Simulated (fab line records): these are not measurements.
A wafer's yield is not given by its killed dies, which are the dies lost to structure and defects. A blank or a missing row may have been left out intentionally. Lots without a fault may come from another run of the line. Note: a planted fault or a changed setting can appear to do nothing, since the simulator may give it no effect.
Chamber matching | flow n5 finfet | 4 sister chambers for N5_HKMG_FIN_STRIP_93 on rie diel-06
The step strips SOC in N2/H2, time 20 s. 16 wafers are shown with their chamber, then 8 later ones without.

## EACH WAFER AND ITS CHAMBER
wafer  | chamber | drypump motor current A (A) | throttle valve pct (%) | showerhead plenum p Torr (Torr)
L074.1 | 1       | 5.1                         | 18.4                   | 3.36
L074.2 | 3       | 5.8                         | 19.1                   | 3.37
L074.3 | 2       | 6.6                         | 18.7                   | 3.46
L075.1 | 0       | 4.9                         | 18.8                   | 3.30
L075.3 | 1       | 5.2                         | 18.4                   | 3.36
L075.5 | 1       | 5.2                         | 18.4                   | 3.36
L083.2 | 1       | 5.2                         | 18.5                   | 3.36
L083.3 | 3       | 5.8                         | 19.1                   | 3.36
L083.6 | 3       | 5.8                         | 19.1                   | 3.36
L084.1 | 2       | 6.6                         | 18.7                   | 3.44
L084.5 | 3       | 5.8                         | 19.1                   | 3.36
L084.6 | 0       | 4.9                         | 18.8                   | 3.29
L086.1 | 3       | 5.8                         | 19.1                   | 3.36
L086.3 | 1       | 5.2                         | 18.5                   | 3.35
L086.4 | 2       | 6.6                         | 18.7                   | 3.44
L087.2 | 0       | 4.9                         | 18.8                   | 3.29

SIGNATURES, as means of the wafers listed above
reading                  | chamber 0 | chamber 1 | chamber 2 | chamber 3 | scatter within a chamber
drypump motor current A  | 4.900     | 5.180     | 6.600     | 5.800     | 0.0258
throttle valve pct       | 18.800    | 18.440    | 18.700    | 19.100    | 0.0316
showerhead plenum p Torr | 3.2933    | 3.3580    | 3.4467    | 3.3620    | 0.00641
Rule: for a wafer and a chamber, the distance is found by dividing, reading by reading, the gap between the wafer's reading and the chamber's mean by the reading's scatter, squaring, summing and taking the root. If the next closest chamber is less than 2 further off than the closest, the wafer can't be placed; otherwise it belongs to the closest. The scatter is the square root of a quotient: the sum, over the shown wafers, of each reading's squared deviation from its chamber's mean, divided by wafers minus chambers.

## WAFERS MISSING THEIR CHAMBER
wafer  | drypump motor current A (A) | throttle valve pct (%) | showerhead plenum p Torr (Torr)
L087.3 | 5.8                         | 19.1                   | 3.36
L087.5 | 6.7                         | 18.7                   | 3.44
L094.2 | 5.2                         | 18.5                   | 3.35
L094.5 | 5.8                         | 19.2                   | 3.35
L094.6 | 6.6                         | 18.7                   | 3.44
L097.1 | 6.6                         | 18.7                   | 3.43
L097.2 | 5.8                         | 19.2                   | 3.35
L097.6 | 6.6                         | 18.7                   | 3.43

## WHICH CHAMBER EACH ONE RAN IN
wafer  | from the rows above | in truth
L087.3 | 3                   | 3
L087.5 | 2                   | 2
L094.2 | 1                   | 1
L094.5 | 3                   | 3
L094.6 | 2                   | 2
L097.1 | 2                   | 2
L097.2 | 3                   | 3
L097.6 | 2                   | 2
Correctly placed: 8 of 8. Not placeable from these rows: 0. Wrongly placed: 0.
